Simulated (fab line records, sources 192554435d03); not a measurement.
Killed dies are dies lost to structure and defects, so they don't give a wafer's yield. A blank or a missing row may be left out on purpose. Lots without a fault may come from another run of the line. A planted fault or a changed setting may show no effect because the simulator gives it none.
One fault seen from 2 desks | flow n5_finfet | each desk has only its own numbers; what lay behind them comes last

THE TOOL OWNER'S DESK: litho_track-05
The tool's own readings at N5_BEOL_M1_COAT_61 (time 60 s, resist thk 60 nm): means of the sampled wafers that have a number, for each lot that ran on this tool. A lot is out of limits, marked OUT, if its mean lies more than 4 standard deviations from the usual mean; the brackets give that distance.
Columns: A = spin_speed_rpm at N5_BEOL_M1_COAT_61, usual 1500.2 rpm
lot  | first seen here | A
L660 | day 6 00:11     | 1500.1
L672 | day 9 02:26     | 1021.0 (-99 or more) OUT
L674 | day 9 13:59     | 1021.7 (-99 or more) OUT
This desk's finding: out of limits on L672, L674; first on L672, day 9 02:26 (spin_speed_rpm at N5_BEOL_M1_COAT_61). In limits: L660.

THE METROLOGY DESK
What the gauges read, lot by lot, whatever tool the lot ran on: means of the sampled wafers that have a number. A lot is out of limits, marked OUT, if its mean lies more than 4 standard deviations from the usual mean; the brackets give that distance. Of its 10 readings 7 are shown: those that lie furthest out on some lot.
Columns: A = DIBL_N at N5_BEOL_M4_RC_MEAS_101, usual 36.0 mV/V; B = DIBL_P at N5_BEOL_M4_RC_MEAS_101, usual 36.7 mV/V; C = ION_P at N5_BEOL_M4_RC_MEAS_101, usual 461 uA/um; D = SS_N at N5_BEOL_M4_RC_MEAS_101, usual 71.5 mV/dec; E = SS_P at N5_BEOL_M4_RC_MEAS_101, usual 73.4 mV/dec; F = VT_N at N5_BEOL_M4_RC_MEAS_101, usual 250 mV; G = VT_P at N5_BEOL_M4_RC_MEAS_101, usual -251 mV
lot  | first seen here | A    | B    | C   | D    | E    | F   | G
L660 | day 7 17:04     | 33.7 | 35.3 | 462 | 71.5 | 73.3 | 250 | -250
L672 | day 10 21:06    | 35.0 | 32.5 | 471 | 71.1 | 72.5 | 251 | -248
L674 | day 11 03:21    | 36.9 | 36.7 | 465 | 71.5 | 73.6 | 250 | -247
L681 | day 13 17:08    | 36.6 | 37.4 | 468 | 72.5 | 73.5 | 247 | -248
This desk's finding: nothing out of limits on any of the 4 lots.

PUT TOGETHER
The tool owner's desk could have raised an alarm at day 9 02:26, on L672, L674.
The metrology desk saw nothing out of limits.
The metrology desk has L672, L674 on record, within its limits.
Of the lots named, all ran N5_BEOL_M1_COAT_61 on litho_track-05.

WHAT THE SIMULATOR HAD PUT IN
Process parameter drift: litho_track-05, from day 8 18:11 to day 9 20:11, at N5_BEOL_M1_COAT_61. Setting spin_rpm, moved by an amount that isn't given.
Lots struck among those shown: L672, L674.
Hours from the fault's start to each desk's first reading out of limits: the tool owner's desk, 8.
